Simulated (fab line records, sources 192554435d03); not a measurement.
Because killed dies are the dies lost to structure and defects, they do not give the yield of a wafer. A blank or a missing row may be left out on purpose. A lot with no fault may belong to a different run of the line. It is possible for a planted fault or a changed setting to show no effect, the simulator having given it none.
Split-lot trial -- flow n5 finfet -- 21 wafers read across 7 lots, on a route 1938 steps long

## ABOUT THE SPLIT
At N5_BEOL_M4_ETCH_64 (etches SOC in N2/H2, target depth 75 nm, overetch 22.5 nm, time 121.9 s), the setting bias w was moved away from the recipe's 150 W on 3 of the 21 wafers read, by +7.4% to +8.2%. This setting was run at the recipe's value on the other wafers.

Reading taken at the split's own step.

## THE READING
rf vpp V, in V, at N5_BEOL_M4_ETCH_64 (etches SOC in N2/H2, target depth 75 nm, overetch 22.5 nm, time 121.9 s). Typical for fault-free wafers on this fab line: 524.1 V, with standard deviation 2.5 V.

wafer,"tool, chamber at the split","bias w as run, W",against the recipe,"rf vpp V, V",against lot-mates on the recipe
L083.1,"rie diel-02, 3",150,recipe,520.6,-
L083.3,"rie diel-02, 0",150,recipe,525.3,-
L083.5,"rie diel-02, 0",150,recipe,524.5,-
L080.2,"rie diel-04, 1",161.1,+7.4%,549.1,+24.1
L080.4,"rie diel-04, 0",150,recipe,525.2,-
L080.5,"rie diel-04, 0",150,recipe,524.8,-
L079.1,"rie diel-04, 2",150,recipe,527.8,-
L079.3,"rie diel-04, 3",150,recipe,524.1,-
L079.4,"rie diel-04, 1",150,recipe,524.0,-
L082.1,"rie diel-02, 1",150,recipe,523.3,-
L082.5,"rie diel-02, 3",162.3,+8.2%,550.1,+26.8
L082.6,"rie diel-02, 0",162.3,+8.2%,552.7,+29.4
L092.2,"rie diel-02, 3",150,recipe,521.5,-
L092.4,"rie diel-02, 0",150,recipe,522.7,-
L092.5,"rie diel-02, 2",150,recipe,524.6,-
L094.3,"rie diel-03, 1",150,recipe,522.8,-
L094.4,"rie diel-03, 0",150,recipe,524.4,-
L094.6,"rie diel-03, 2",150,recipe,520.1,-
L096.1,"rie diel-02, 0",150,recipe,524.5,-
L096.4,"rie diel-02, 2",150,recipe,527.7,-
L096.6,"rie diel-02, 3",150,recipe,522.0,-

FIT RESULTS
A straight line over all 21 wafers: rf vpp V changes by +3.37 V for each +1% of bias w; r = +0.98; the points scatter about the line by 2 V.
The same after taking each lot's own level away (the mean of its wafers on the recipe; 21 wafers): +3.38 V for each +1%; r = +0.98; scatter 1.7 V.
On that fit, the largest move of bias w shifts the reading by 28 V.
Across the lots, their own levels run from 522.43 to 525.30 V, a range of 1.1 times the standard deviation given above.
The two slopes agree, so the slope changes little with the lot-to-lot level.
Check: for one of the wafers moved furthest among these (+8.2%), held out of the fit, the line's prediction against its lot-mates is +28.2 V. It came out at +26.8 V against them.
Tool readings at the split's step, against how far the setting was moved: rf vpp V r = +0.98.

## THE OTHER SPLITS THESE WAFERS WENT THROUGH
Other splits were also applied to these wafers ahead of the reading. Each is held against what the fit with the lots' levels taken away leaves over:
other split on the same wafers,wafers away from the commonest value,r with rf vpp V (lot level and that fit taken away)
N5_BEOL_M1_EXPOSE_08 dose mj,8,-0.13
N5_BEOL_M1_ETCH_64 source w,9,+0.02
N5_BEOL_M2_COAT_76 spin rpm,9,+0.02
N5_BEOL_M2_ETCH_69 bias w,6,-0.09
N5_BEOL_M3_EXPOSE_25 dose mj,10,+0.10

## THE FILE'S OWN FIT
rf vpp V changes by +3.35 V for each +1% of bias w, r = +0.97.
